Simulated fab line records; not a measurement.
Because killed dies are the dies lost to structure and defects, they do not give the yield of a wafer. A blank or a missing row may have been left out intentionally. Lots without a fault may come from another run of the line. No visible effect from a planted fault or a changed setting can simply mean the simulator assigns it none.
Split-lot experiment || flow n5 finfet || on a route of 1938 steps: 7 lots, 39 wafers read

== THE SPLIT ITSELF ==
At N5_PASSIVATION_PECVD_53 (deposits SiO2 from TEOS/O2, target thk 800 nm, time 169.4 s), the setting time s was moved away from the recipe's 169.4 s on 9 of the 39 wafers read, by -42.5% to +58.3%. This setting was run at the recipe's value on the other wafers.

The reading is taken at the split's own step.

== THE READING ==
SiO2_of_PASSIVATION_PECVD_53.thk nm (the simulator's own value, which no gauge read), in nm, at N5_PASSIVATION_PECVD_53 (deposits SiO2 from TEOS/O2, target thk 800 nm, time 169.4 s). No usual value for it is given in the file. The 30 wafers here that ran the recipe average 800.6 nm, standard deviation 11 nm.

{"wafer": "L075.1", "tool, chamber at the split": "pecvd-02, 1", "time s as run, s": 226, "against the recipe": "+33.4%", "SiO2_of_PASSIVATION_PECVD_53.thk nm, nm": 1067, "against lot-mates on the recipe": "+265.3"}
{"wafer": "L075.2", "tool, chamber at the split": "pecvd-02, 2", "time s as run, s": 226, "against the recipe": "+33.4%", "SiO2_of_PASSIVATION_PECVD_53.thk nm, nm": 1051, "against lot-mates on the recipe": "+249.3"}
{"wafer": "L075.3", "tool, chamber at the split": "pecvd-02, 0", "time s as run, s": 169.4, "against the recipe": "recipe", "SiO2_of_PASSIVATION_PECVD_53.thk nm, nm": 790.8, "against lot-mates on the recipe": "-"}
{"wafer": "L075.4", "tool, chamber at the split": "pecvd-02, 0", "time s as run, s": 169.4, "against the recipe": "recipe", "SiO2_of_PASSIVATION_PECVD_53.thk nm, nm": 805.2, "against lot-mates on the recipe": "-"}
{"wafer": "L075.5", "tool, chamber at the split": "pecvd-02, 1", "time s as run, s": 169.4, "against the recipe": "recipe", "SiO2_of_PASSIVATION_PECVD_53.thk nm, nm": 809, "against lot-mates on the recipe": "-"}
{"wafer": "L075.6", "tool, chamber at the split": "pecvd-02, 2", "time s as run, s": 226, "against the recipe": "+33.4%", "SiO2_of_PASSIVATION_PECVD_53.thk nm, nm": 1085, "against lot-mates on the recipe": "+283.3"}
{"wafer": "L077.1", "tool, chamber at the split": "pecvd-04, 1", "time s as run, s": 169.4, "against the recipe": "recipe", "SiO2_of_PASSIVATION_PECVD_53.thk nm, nm": 793, "against lot-mates on the recipe": "-"}
{"wafer": "L077.2", "tool, chamber at the split": "pecvd-04, 0", "time s as run, s": 169.4, "against the recipe": "recipe", "SiO2_of_PASSIVATION_PECVD_53.thk nm, nm": 784.6, "against lot-mates on the recipe": "-"}
{"wafer": "L077.3", "tool, chamber at the split": "pecvd-04, 2", "time s as run, s": 169.4, "against the recipe": "recipe", "SiO2_of_PASSIVATION_PECVD_53.thk nm, nm": 793.8, "against lot-mates on the recipe": "-"}
{"wafer": "L077.4", "tool, chamber at the split": "pecvd-04, 0", "time s as run, s": 169.4, "against the recipe": "recipe", "SiO2_of_PASSIVATION_PECVD_53.thk nm, nm": 795.4, "against lot-mates on the recipe": "-"}
{"wafer": "L077.5", "tool, chamber at the split": "pecvd-04, 1", "time s as run, s": 169.4, "against the recipe": "recipe", "SiO2_of_PASSIVATION_PECVD_53.thk nm, nm": 800.6, "against lot-mates on the recipe": "-"}
{"wafer": "L077.6", "tool, chamber at the split": "pecvd-04, 2", "time s as run, s": 169.4, "against the recipe": "recipe", "SiO2_of_PASSIVATION_PECVD_53.thk nm, nm": 813.8, "against lot-mates on the recipe": "-"}
{"wafer": "L078.1", "tool, chamber at the split": "pecvd-02, 0", "time s as run, s": 268.2, "against the recipe": "+58.3%", "SiO2_of_PASSIVATION_PECVD_53.thk nm, nm": 1261, "against lot-mates on the recipe": "+448.4"}
{"wafer": "L078.2", "tool, chamber at the split": "pecvd-02, 1", "time s as run, s": 268.2, "against the recipe": "+58.3%", "SiO2_of_PASSIVATION_PECVD_53.thk nm, nm": 1278, "against lot-mates on the recipe": "+465.4"}
{"wafer": "L078.3", "tool, chamber at the split": "pecvd-02, 2", "time s as run, s": 268.2, "against the recipe": "+58.3%", "SiO2_of_PASSIVATION_PECVD_53.thk nm, nm": 1258, "against lot-mates on the recipe": "+445.4"}
{"wafer": "L078.4", "tool, chamber at the split": "pecvd-02, 2", "time s as run, s": 169.4, "against the recipe": "recipe", "SiO2_of_PASSIVATION_PECVD_53.thk nm, nm": 810, "against lot-mates on the recipe": "-"}
{"wafer": "L078.5", "tool, chamber at the split": "pecvd-02, 1", "time s as run, s": 169.4, "against the recipe": "recipe", "SiO2_of_PASSIVATION_PECVD_53.thk nm, nm": 815.8, "against lot-mates on the recipe": "-"}
{"wafer": "L078.6", "tool, chamber at the split": "pecvd-02, 0", "time s as run, s": 169.4, "against the recipe": "recipe", "SiO2_of_PASSIVATION_PECVD_53.thk nm, nm": 812, "against lot-mates on the recipe": "-"}
{"wafer": "L083.1", "tool, chamber at the split": "pecvd-02, 1", "time s as run, s": 169.4, "against the recipe": "recipe", "SiO2_of_PASSIVATION_PECVD_53.thk nm, nm": 798.8, "against lot-mates on the recipe": "-"}
{"wafer": "L083.2", "tool, chamber at the split": "pecvd-02, 2", "time s as run, s": 169.4, "against the recipe": "recipe", "SiO2_of_PASSIVATION_PECVD_53.thk nm, nm": 783.6, "against lot-mates on the recipe": "-"}
{"wafer": "L083.3", "tool, chamber at the split": "pecvd-02, 0", "time s as run, s": 169.4, "against the recipe": "recipe", "SiO2_of_PASSIVATION_PECVD_53.thk nm, nm": 787.2, "against lot-mates on the recipe": "-"}
{"wafer": "L083.4", "tool, chamber at the split": "pecvd-02, 0", "time s as run, s": 169.4, "against the recipe": "recipe", "SiO2_of_PASSIVATION_PECVD_53.thk nm, nm": 791.2, "against lot-mates on the recipe": "-"}
{"wafer": "L083.5", "tool, chamber at the split": "pecvd-02, 1", "time s as run, s": 169.4, "against the recipe": "recipe", "SiO2_of_PASSIVATION_PECVD_53.thk nm, nm": 801.8, "against lot-mates on the recipe": "-"}
{"wafer": "L083.6", "tool, chamber at the split": "pecvd-02, 2", "time s as run, s": 169.4, "against the recipe": "recipe", "SiO2_of_PASSIVATION_PECVD_53.thk nm, nm": 791.6, "against lot-mates on the recipe": "-"}
{"wafer": "L082.1", "tool, chamber at the split": "pecvd-04, 1", "time s as run, s": 169.4, "against the recipe": "recipe", "SiO2_of_PASSIVATION_PECVD_53.thk nm, nm": 799.2, "against lot-mates on the recipe": "-"}
{"wafer": "L082.2", "tool, chamber at the split": "pecvd-04, 0", "time s as run, s": 169.4, "against the recipe": "recipe", "SiO2_of_PASSIVATION_PECVD_53.thk nm, nm": 784.2, "against lot-mates on the recipe": "-"}
{"wafer": "L082.3", "tool, chamber at the split": "pecvd-04, 2", "time s as run, s": 169.4, "against the recipe": "recipe", "SiO2_of_PASSIVATION_PECVD_53.thk nm, nm": 801.6, "against lot-mates on the recipe": "-"}
{"wafer": "L082.4", "tool, chamber at the split": "pecvd-04, 1", "time s as run, s": 169.4, "against the recipe": "recipe", "SiO2_of_PASSIVATION_PECVD_53.thk nm, nm": 810, "against lot-mates on the recipe": "-"}
{"wafer": "L082.5", "tool, chamber at the split": "pecvd-04, 2", "time s as run, s": 169.4, "against the recipe": "recipe", "SiO2_of_PASSIVATION_PECVD_53.thk nm, nm": 819.6, "against lot-mates on the recipe": "-"}
{"wafer": "L082.6", "tool, chamber at the split": "pecvd-04, 0", "time s as run, s": 169.4, "against the recipe": "recipe", "SiO2_of_PASSIVATION_PECVD_53.thk nm, nm": 800.8, "against lot-mates on the recipe": "-"}
{"wafer": "L085.1", "tool, chamber at the split": "pecvd-03, 1", "time s as run, s": 97.37, "against the recipe": "-42.5%", "SiO2_of_PASSIVATION_PECVD_53.thk nm, nm": 466, "against lot-mates on the recipe": -337.4}
{"wafer": "L085.2", "tool, chamber at the split": "pecvd-03, 2", "time s as run, s": 169.4, "against the recipe": "recipe", "SiO2_of_PASSIVATION_PECVD_53.thk nm, nm": 782.2, "against lot-mates on the recipe": "-"}
{"wafer": "L085.3", "tool, chamber at the split": "pecvd-03, 0", "time s as run, s": 97.37, "against the recipe": "-42.5%", "SiO2_of_PASSIVATION_PECVD_53.thk nm, nm": 454.6, "against lot-mates on the recipe": -348.8}
{"wafer": "L085.4", "tool, chamber at the split": "pecvd-03, 0", "time s as run, s": 169.4, "against the recipe": "recipe", "SiO2_of_PASSIVATION_PECVD_53.thk nm, nm": 812.4, "against lot-mates on the recipe": "-"}
{"wafer": "L085.5", "tool, chamber at the split": "pecvd-03, 1", "time s as run, s": 169.4, "against the recipe": "recipe", "SiO2_of_PASSIVATION_PECVD_53.thk nm, nm": 815.6, "against lot-mates on the recipe": "-"}
{"wafer": "L085.6", "tool, chamber at the split": "pecvd-03, 2", "time s as run, s": 97.37, "against the recipe": "-42.5%", "SiO2_of_PASSIVATION_PECVD_53.thk nm, nm": 454.2, "against lot-mates on the recipe": -349.2}
{"wafer": "L091.2", "tool, chamber at the split": "pecvd-02, 2", "time s as run, s": 169.4, "against the recipe": "recipe", "SiO2_of_PASSIVATION_PECVD_53.thk nm, nm": 796.8, "against lot-mates on the recipe": "-"}
{"wafer": "L091.5", "tool, chamber at the split": "pecvd-02, 1", "time s as run, s": 169.4, "against the recipe": "recipe", "SiO2_of_PASSIVATION_PECVD_53.thk nm, nm": 797.8, "against lot-mates on the recipe": "-"}
{"wafer": "L091.6", "tool, chamber at the split": "pecvd-02, 2", "time s as run, s": 169.4, "against the recipe": "recipe", "SiO2_of_PASSIVATION_PECVD_53.thk nm, nm": 821, "against lot-mates on the recipe": "-"}

FIT RESULTS
A straight line over all 39 wafers: SiO2_of_PASSIVATION_PECVD_53.thk nm changes by +8 nm for each +1% of time s; r = +1.00; the points scatter about the line by 11 nm.
The same after taking each lot's own level away (the mean of its wafers on the recipe; 39 wafers): +7.91 nm for each +1%; r = +1.00; scatter 10 nm.
The reading moves by 4.6e+02 nm for the largest change in time s, on that fit.
Measured against the standard deviation above, the lots' own levels, which go from 792.37 to 812.60 nm, span 1.8 times it.
Hence the lot-to-lot level has little effect on the slope; both slopes agree.
Check: with one of the wafers moved furthest among these (+58.3%) left out of the fit, the line predicts +463 nm for it against its lot-mates. Against them it came out at +448 nm.

== THE OTHER SPLITS THESE WAFERS WENT THROUGH ==
Before the reading, these wafers also passed through other splits. Each is held against what the fit with the lots' levels taken away leaves over:
{"other split on the same wafers": "N5_BEOL_M13_ETCH_59 time s", "wafers away from the commonest value": 15, "r with SiO2_of_PASSIVATION_PECVD_53.thk nm (lot level and that fit taken away)": -0.11}

== THE FILE'S OWN FIT ==
SiO2_of_PASSIVATION_PECVD_53.thk nm changes by +7.9 nm for each +1% of time s, r = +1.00.
